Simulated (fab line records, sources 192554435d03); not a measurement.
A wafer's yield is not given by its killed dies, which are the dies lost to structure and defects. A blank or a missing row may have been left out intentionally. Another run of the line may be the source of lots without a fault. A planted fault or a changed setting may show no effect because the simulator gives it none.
Chamber matching | flow n5 finfet | 4 sister chambers for N5_BEOL_M3_STRIP_36 on rie diel-02
The step strips in N2/H2. 4 wafers are shown with their chamber, then 12 later ones without.

== EACH WAFER AND ITS CHAMBER ==
wafer  | chamber | showerhead plenum p Torr (Torr)
L081.2 | 2       | 2.43
L085.1 | 1       | 2.60
L085.3 | 3       | 2.53
L085.5 | 0       | 2.59

== WAFERS WITH NO CHAMBER GIVEN ==
wafer  | showerhead plenum p Torr (Torr)
L090.1 | 2.60
L090.4 | 2.53
L090.5 | 2.60
L089.3 | 2.58
L089.5 | 2.42
L089.6 | 2.60
L091.2 | 2.53
L091.3 | 2.42
L091.5 | 2.58
L097.3 | 2.41
L097.4 | 2.57
L097.6 | 2.52

== WHICH CHAMBER EACH WENT THROUGH ==
wafer  | from the rows above          | in truth
L090.1 | can't be placed: 1 or 0      | 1
L090.4 | 3                            | 3
L090.5 | can't be placed: 1 or 0      | 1
L089.3 | can't be placed: 0 or 1      | 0
L089.5 | 2                            | 2
L089.6 | can't be placed: 1 or 0      | 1
L091.2 | 3                            | 3
L091.3 | 2                            | 2
L091.5 | can't be placed: 0 or 1      | 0
L097.3 | 2                            | 2
L097.4 | can't be placed: 0 or 1 or 3 | 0
L097.6 | 3                            | 3
Correct placement for 6 of the 12. Not placeable from these rows: 6 (in 6, the candidates include the true chamber). 0 placed wrongly.
How it was worked out, from the rows above alone: a wafer's distance from a chamber is the root of the sum, over the readings, of the square of ((its reading less the chamber's mean) divided by the reading's scatter). The wafer belongs to the nearest chamber; if the next one is less than 2 further off, it can't be placed. For every chamber, the mean is computed from those of its wafers that are shown. The scatter: with one shown wafer a chamber, the root of the mean of the squares of how far each hidden wafer lies from its nearest shown one.
